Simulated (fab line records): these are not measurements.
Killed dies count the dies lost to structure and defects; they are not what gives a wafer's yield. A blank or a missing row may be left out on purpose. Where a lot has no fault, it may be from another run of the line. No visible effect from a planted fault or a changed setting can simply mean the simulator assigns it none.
Which tool did it? -- flow nand_harc -- 6 lots, 18 wafers sampled, at 2 steps of a route of 1302

## WHAT THE GAUGES READ, wafer by wafer
NHARC_A_ONON_D1_THK_MEAS_02: measures by ellipsometry.
lot,measured,on,thk_nm (nm)
L732,day 8 13:20,film_metro-01,986 987 986
L735,day 10 00:55,film_metro-02,990 991 991
L737,day 10 14:44,film_metro-02,989 988 986
L745,day 14 02:23,film_metro-01,614 614 616 614 613 615
L747,day 14 15:19,film_metro-02,626 625 625 626 627 626
L752,day 16 19:59,film_metro-01,977 977 978

## EACH LOT AND THE TOOL THAT RAN IT (in order: tool; ch and the chambers of the sampled wafers; start)
lot,NHARC_A_ONON_D1_DEP_00
L732,"pecvd_onon-02 ch 0, day 8 12:53"
L735,"pecvd_onon-01 ch 0, day 10 00:24"
L737,"pecvd_onon-01 ch 0, day 10 14:16"
L745,"pecvd_onon-02 ch 0, day 14 01:54"
L747,"pecvd_onon-02 ch 0, day 14 14:51"
L752,"pecvd_onon-02 ch 0, day 16 19:28"
- NHARC_A_ONON_D1_DEP_00: target thk 1000 nm.

## THE ANSWER, worked out from the rows above alone
Rule: the usual values come from the lots themselves. Put in order of their means at a reading, lots are off if they are a third of the lots or fewer, leave a main group of 4 or more, and stand apart from it by a gap of 3 or more times the standard deviation of the main group's means; of several such gaps the widest counts. A main group whose means are all the same, to the digits that the tables above print for the reading, isn't used. A lot without any number at a reading at which 4 lots or more have one is off too. All remaining lots with rows at the step are treated as sound.
Off at NHARC_A_ONON_D1_THK_MEAS_02 (thk_nm): L745, L747. The main group: mean 986 nm, standard deviation 5.
A tool fits if, at a process step before that reading, it ran every lot that is off, and no sound lot after the first of them. The gauges at NHARC_A_ONON_D1_THK_MEAS_02 are tried like those tools. No candidate that was tried fits.

## WHAT THE SIMULATOR HAD INSERTED
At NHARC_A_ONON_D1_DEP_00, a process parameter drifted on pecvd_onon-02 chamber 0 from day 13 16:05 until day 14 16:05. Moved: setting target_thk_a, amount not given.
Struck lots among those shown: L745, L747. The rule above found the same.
